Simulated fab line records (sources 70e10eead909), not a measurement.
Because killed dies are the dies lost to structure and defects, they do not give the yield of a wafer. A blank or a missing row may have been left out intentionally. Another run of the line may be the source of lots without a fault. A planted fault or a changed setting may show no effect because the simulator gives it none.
Which tool did it? ; flow nand-harc ; Sampling: 6 lots, 17 wafers, 2 of 1159 route steps

== WHAT THE GAUGES SHOWED, per wafer ==
NHARC_A_M1_INSPECT_27.
lot;measured;on;raw-defect-count
L197;day 18 14:43;defect-inspect-02;473 346 401
L199;day 19 01:13;defect-inspect-01;548 346 345
L202;day 19 06:26;defect-inspect-01;614 563 566
L205;day 20 04:49;defect-inspect-02;434 761 326
L207;day 21 02:26;defect-inspect-02;395 532 442
L210;day 22 06:16;defect-inspect-01;600 400

== WHAT TOOL EACH LOT RAN ON (gives the tool, then ch and the chambers of the sampled wafers, and finally the start) ==
lot;NHARC_A_M1_ANNEAL_31
L197;rtp-anneal-01 ch 0, day 18 13:54
L199;rtp-anneal-02 ch 0, day 19 00:23
L202;rtp-anneal-01 ch 0, day 19 05:47
L205;rtp-anneal-01 ch 0, day 20 03:59
L207;rtp-anneal-02 ch 0, day 21 01:37
L210;rtp-anneal-01 ch 0, day 22 05:25
- NHARC_A_M1_ANNEAL_31: time 90 s.

== THE ANSWER, worked out from the rows above alone ==
Rule: what is usual is taken from the lots themselves. The widest of any qualifying gaps counts: lots, ordered by their means at a reading, are off when they make up no more than a third of the lots, leave a main group of 4 or more, and stand apart from it by 3 or more times the standard deviation of that group's means. Not used: any main group whose means are identical at the precision the tables above print for the reading. A lot without any number at a reading at which 4 lots or more have one is off too. Any other lot the step has rows for is counted as sound.
Across all readings shown, no lot is off: no conclusion can be drawn from this.

== WHAT HAD BEEN PUT IN BY THE SIMULATOR ==
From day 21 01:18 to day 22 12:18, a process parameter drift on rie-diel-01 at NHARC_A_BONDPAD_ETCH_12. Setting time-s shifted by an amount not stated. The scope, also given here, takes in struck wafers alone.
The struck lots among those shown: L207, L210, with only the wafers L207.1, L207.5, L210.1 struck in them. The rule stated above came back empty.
